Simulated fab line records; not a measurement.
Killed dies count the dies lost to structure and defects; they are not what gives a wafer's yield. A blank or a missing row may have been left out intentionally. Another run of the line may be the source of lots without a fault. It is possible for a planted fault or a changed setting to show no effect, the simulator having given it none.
A single fault, viewed from 2 desks || flow nandHarc || each desk holds nothing but its own numbers, with what lay behind them at the end

== THE METROLOGY DESK ==
Means of the sampled wafers that have a number, per lot and without regard to the tool the lot ran on: this is what the gauges read. Marked OUT: a lot whose mean sits more than 4 standard deviations from the usual mean, which makes it out of limits; the brackets give that distance.
Columns: A = cdNm at NHARC_P_BONDPAD_CD_MEAS_09, usual 499.9 nm; B = thkNm at NHARC_A_ONON_D1_THK_MEAS_11, usual 1001 nm; C = thkNm at NHARC_A_ONON_D1_THK_MEAS_21, usual 1003 nm
{"lot": "L477", "first seen here": "day 7 02:47", "A": 500.6, "B": 1013, "C": 998}
{"lot": "L478", "first seen here": "day 7 07:35", "A": 499.5, "B": 1006, "C": 999}
{"lot": "L479", "first seen here": "day 8 00:35", "A": 499.8, "B": 981, "C": 1003}
{"lot": "L480", "first seen here": "day 8 08:58", "A": 499.1, "B": 998, "C": 998}
{"lot": "L481", "first seen here": "day 8 13:39", "A": 501.1, "B": 990, "C": 1006}
{"lot": "L482", "first seen here": "day 9 05:21", "A": 500.2, "B": 999, "C": 990}
{"lot": "L484", "first seen here": "day 9 17:06", "A": 501.2, "B": 999, "C": 998}
{"lot": "L486", "first seen here": "day 10 20:52", "A": 499.6, "B": 1002, "C": 999}
{"lot": "L487", "first seen here": "day 10 23:49", "A": 499.2, "B": 1012, "C": 1003}
{"lot": "L492", "first seen here": "day 13 07:04", "A": 500.3, "B": 995, "C": "1710 (+99 or more) OUT"}
{"lot": "L494", "first seen here": "day 14 04:13", "A": 500.6, "B": 1005, "C": "1699 (+99 or more) OUT"}
{"lot": "L498", "first seen here": "day 15 13:50", "A": 498.7, "B": 1008, "C": 1009}
{"lot": "L499", "first seen here": "day 16 05:41", "A": 501.0, "B": 987, "C": 995}
This desk finds L492, L494 out of limits, L492 being first, at day 14 23:29 (thkNm at NHARC_A_ONON_D1_THK_MEAS_21). L477, L478, L479, L480, L481, L482, L484, L486, L487, L498, L499 stayed within limits.

== TOOL OWNER'S DESK, pecvdOnon-03 ==
The tool's own readings at NHARC_A_ONON_D1_DEP_19 (target thk 1000 nm): means of the sampled wafers that have a number, for each lot that ran on this tool. Marked OUT: a lot whose mean sits more than 4 standard deviations from the usual mean, which makes it out of limits; the brackets give that distance.
Columns: A = nh3FlowSccm at NHARC_A_ONON_D1_DEP_19, usual 500.0 sccm
{"lot": "L484", "first seen here": "day 11 13:27", "A": 500.4}
{"lot": "L486", "first seen here": "day 12 12:13", "A": 499.8}
{"lot": "L492", "first seen here": "day 14 23:03", "A": 499.7}
{"lot": "L494", "first seen here": "day 15 16:50", "A": 502.5}
This desk found nothing out of limits on any of the 4 lots.

== BROUGHT TOGETHER ==
Metrology desk: alarm possible at day 14 23:29 on L492, L494.
The tool owner's desk saw nothing out of limits.
The tool owner's desk has L492, L494 on record, within its limits.
NHARC_A_ONON_D1_DEP_19 was run on pecvdOnon-03 by each of the lots named.

== WHAT THE SIMULATOR PUT IN ==
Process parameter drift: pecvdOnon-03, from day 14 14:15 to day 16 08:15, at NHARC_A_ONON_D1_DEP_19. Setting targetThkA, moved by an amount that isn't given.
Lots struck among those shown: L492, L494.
Delay in hours, fault start to first out-of-limits reading, per desk: metrology desk 9.
